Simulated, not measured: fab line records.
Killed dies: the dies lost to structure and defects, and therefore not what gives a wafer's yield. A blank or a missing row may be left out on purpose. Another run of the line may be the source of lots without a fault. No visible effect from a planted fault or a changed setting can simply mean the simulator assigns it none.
Which tool is to blame?    flow nand harc    12 lots, 36 wafers sampled, at 6 steps of a route of 1159

== WHAT EACH GAUGE READ, for each wafer ==
NHARC_P_GATE_CD_MEAS_91: the cd target is 2000 nm.
lot   measured      on         cd nm (nm)
L105  day 5 10:59   cd sem-01  2000.2 2001.2 2001.1
L106  day 5 17:32   cd sem-03  1997.7 1998.2 1997.5
L108  day 6 01:46   cd sem-01  1996.7 1997.3 1992.8
L110  day 6 08:19   cd sem-02  1999.0 2000.3 1999.0
L109  day 6 08:43   cd sem-01  1997.8 2000.2 1997.7
L111  day 6 20:04   cd sem-03  1997.6 1996.5 1994.8
L115  day 7 18:35   cd sem-01  1999.7 1996.3 2000.0
L119  day 8 13:41   cd sem-03  1999.9 2000.8 2000.4
L117  day 8 14:01   cd sem-02  2119.3 2114.8 2117.4
L126  day 10 22:40  cd sem-03  1997.9 1999.5 1995.6
L128  day 10 22:07  cd sem-03  1998.3 1995.4 1998.7
L127  day 11 06:33  cd sem-01  1999.8 2002.0 2001.4

NHARC_END_SORT_01.
lot   measured      on         killed at array  killed at other  killed at periphery  killed dies  killed open  killed short
L105  day 19 12:55  prober-02  27 29 26         2 0 0            3 2 1                32 31 27     3 3 4        2 2 0
L108  day 19 19:04  prober-02  32 27 34         1 2 1            4 2 0                37 31 35     5 2 5        3 0 1
L119  day 21 22:17  prober-02  27 26 32         1 0 1            1 1 2                29 27 35     3 7 2        3 0 5
L117  day 22 06:47  prober-02  10 13 11         0 0 0            3 1 1                13 14 12     2 3 2        1 2 1
L128  day 24 17:51  prober-02  14 14 14         0 0 1            3 7 7                17 21 22     2 4 2        1 3 2

== WHICH TOOL RAN EACH LOT (tool, then ch and the chambers of the sampled wafers, then the start) ==
lot   NHARC_P_GATE_ALD_36                NHARC_P_GATE_ETCHBACK_37                      NHARC_P_GATE_EXPOSE_88             NHARC_P_GATE_DEGAS_109
L105  ald sin-01 ch 0,1,3, day 4 22:51   rie diel-08 ch 2,3, day 5 10:50 or earlier    krf scanner-03 ch 0, day 5 10:50   pvd sputter-01, day 5 13:22
L106  ald sin-03 ch 1,2,3, day 5 04:11   rie diel-06 ch 2,3, day 5 17:23 or earlier    krf scanner-04 ch 0, day 5 17:23   pvd sputter-03, day 5 19:43
L108  ald sin-02 ch 2,3, day 5 11:53     rie diel-06 ch 1,2,3, day 6 01:37 or earlier  krf scanner-04 ch 0, day 6 01:37   pvd sputter-02, day 6 03:53
L110  ald sin-01 ch 1,2, day 5 18:30     rie diel-08 ch 1,2,3, day 6 08:09 or earlier  krf scanner-03 ch 0, day 6 08:09   pvd sputter-03, day 6 10:26
L109  ald sin-02 ch 0,1,3, day 5 19:58   rie diel-08 ch 0,1,3, day 6 08:33 or earlier  krf scanner-03 ch 0, day 6 08:33   pvd sputter-03, day 6 10:55
L111  ald sin-03 ch 0,1,2, day 6 09:20   rie diel-08 ch 0,3, day 6 19:55 or earlier    krf scanner-04 ch 0, day 6 19:55   pvd sputter-03, day 6 22:11
L115  ald sin-02 ch 0,1,2, day 7 04:23   rie diel-04 ch 0,2,3, day 7 18:25 or earlier  krf scanner-03 ch 0, day 7 18:25   pvd sputter-03, day 7 20:58
L119  ald sin-03 ch 1,2, day 7 23:38     rie diel-08 ch 0,3, day 8 13:31 or earlier    krf scanner-04 ch 0, day 8 13:31   pvd sputter-02, day 8 15:49
L117  ald sin-02 ch 0,1, day 7 23:45     rie diel-06 ch 0,2,3, day 8 13:52 or earlier  krf scanner-03 ch 0, day 8 13:52   pvd sputter-01, day 8 16:36
L126  ald sin-01 ch 0,1, day 10 08:26    rie diel-06 ch 2,3, day 10 22:30 or earlier   krf scanner-04 ch 0, day 10 22:30  pvd sputter-02, day 11 01:04
L128  ald sin-03 ch 0,2,3, day 10 09:13  rie diel-08 ch 1,2, day 10 21:58 or earlier   krf scanner-03 ch 0, day 10 21:58  pvd sputter-03, day 11 00:16
L127  ald sin-03 ch 0,2, day 10 15:57    rie diel-08 ch 0,1, day 11 06:24 or earlier   krf scanner-03 ch 0, day 11 06:24  pvd sputter-02, day 11 08:54
- NHARC_P_GATE_ALD_36: deposits SiNx, target thk 20 nm, pulse time 60 s, ald cycles 223.
- NHARC_P_GATE_ETCHBACK_37: etches the open film in CHF3/O2, target depth 34.5 nm, time 17.2 s.
- NHARC_P_GATE_EXPOSE_88: exposes mask P HVN, target cd 2000 nm.
- NHARC_P_GATE_DEGAS_109: time 60 s.

== AS READ BY THE TOOLS THEMSELVES (means over the sampled wafers that have a number; for cases with no such wafer, the mark the record gives instead) ==
NHARC_P_GATE_ALD_36.
lot   tool        heater power w (W)  precursor pulse height rel
L105  ald sin-01  922                 1.009
L106  ald sin-03  902                 1.012
L108  ald sin-02  944                 1.012
L110  ald sin-01  926                 1.010
L109  ald sin-02  891                 0.996
L111  ald sin-03  895                 0.999
L115  ald sin-02  826                 1.007
L119  ald sin-03  890                 0.991
L117  ald sin-02  831                 0.984
L126  ald sin-01  979                 1.006
L128  ald sin-03  874                 0.994
L127  ald sin-03  903                 0.995

NHARC_P_GATE_ETCHBACK_37.
lot   tool         chamber pressure mTorr (mTorr)  drypump motor current A (A)  oes product au (a.u.)  rf fwd power W (W)  rf vpp V (V)  showerhead plenum p Torr (Torr)  throttle valve pct (%)
L105  rie diel-08  25.001                          5.3                          0.92                   490.1               371.3         2.48                             20.574
L106  rie diel-06  24.996                          5.7                          0.91                   487.8               371.8         2.44                             20.561
L108  rie diel-06  25.008                          5.9                          0.93                   488.8               369.1         2.36                             20.577
L110  rie diel-08  25.014                          5.8                          0.91                   488.8               371.3         2.41                             20.578
L109  rie diel-08  25.007                          6.2                          0.92                   490.5               370.1         2.34                             20.568
L111  rie diel-08  25.012                          6.2                          1.00                   486.7               368.0         2.32                             20.569
L115  rie diel-04  24.983                          5.8                          1.00                   490.5               372.4         2.53                             20.564
L119  rie diel-08  25.000                          6.3                          0.93                   487.7               369.3         2.32                             20.579
L117  rie diel-06  25.007                          5.7                          0.93                   487.0               368.9         2.35                             20.564
L126  rie diel-06  24.984                          5.8                          0.93                   490.3               371.0         2.42                             20.569
L128  rie diel-08  25.001                          5.7                          0.91                   492.1               371.7         2.42                             20.575
L127  rie diel-08  24.995                          6.2                          0.91                   491.3               369.6         2.35                             20.569

NHARC_P_GATE_DEGAS_109.
lot   tool            heater power w (W)
L105  pvd sputter-01  453
L106  pvd sputter-03  475
L108  pvd sputter-02  466
L110  pvd sputter-03  524
L109  pvd sputter-03  478
L111  pvd sputter-03  545
L115  pvd sputter-03  520
L119  pvd sputter-02  443
L117  pvd sputter-01  463
L126  pvd sputter-02  510
L128  pvd sputter-03  497
L127  pvd sputter-02  499

== THE ANSWER, worked out from the rows above alone ==
Rule: usual is defined by the lots themselves. Put in order of their means at a reading, lots are off if they are a third of the lots or fewer, leave a main group of 4 or more, and stand apart from it by a gap of 3 or more times the standard deviation of the main group's means; of several such gaps the widest counts. Not used: any main group whose means are identical at the precision the tables above print for the reading. A lot without any number at a reading at which 4 lots or more have one is off too. Where the step has rows for the other lots, those lots are counted as sound. After the gauges, taken in route order, come the tools' own readings; for these a lot's mean is taken, as printed above. The first step at which some lot is off is used, and at that step the reading that is off furthest; a lot without a number counts as furthest.
Off, at NHARC_P_GATE_CD_MEAS_91 on cd nm: L117. The main group has a mean of 1998.5 nm with a standard deviation of 1.7.
A tool fits if, at a process step before that reading, it ran every lot that is off, and no sound lot after the first of them. Those tools and the gauges at NHARC_P_GATE_CD_MEAS_91 are tried in the same way. NHARC_P_GATE_ETCHBACK_37: start missing for some lots; hours and lot order therefore follow NHARC_P_GATE_EXPOSE_88. Undecided on this evidence; 2 tools fit (ald sin-02 at NHARC_P_GATE_ALD_36, cd sem-02 at NHARC_P_GATE_CD_MEAS_91).

== WHAT WAS PUT IN BY THE SIMULATOR ==
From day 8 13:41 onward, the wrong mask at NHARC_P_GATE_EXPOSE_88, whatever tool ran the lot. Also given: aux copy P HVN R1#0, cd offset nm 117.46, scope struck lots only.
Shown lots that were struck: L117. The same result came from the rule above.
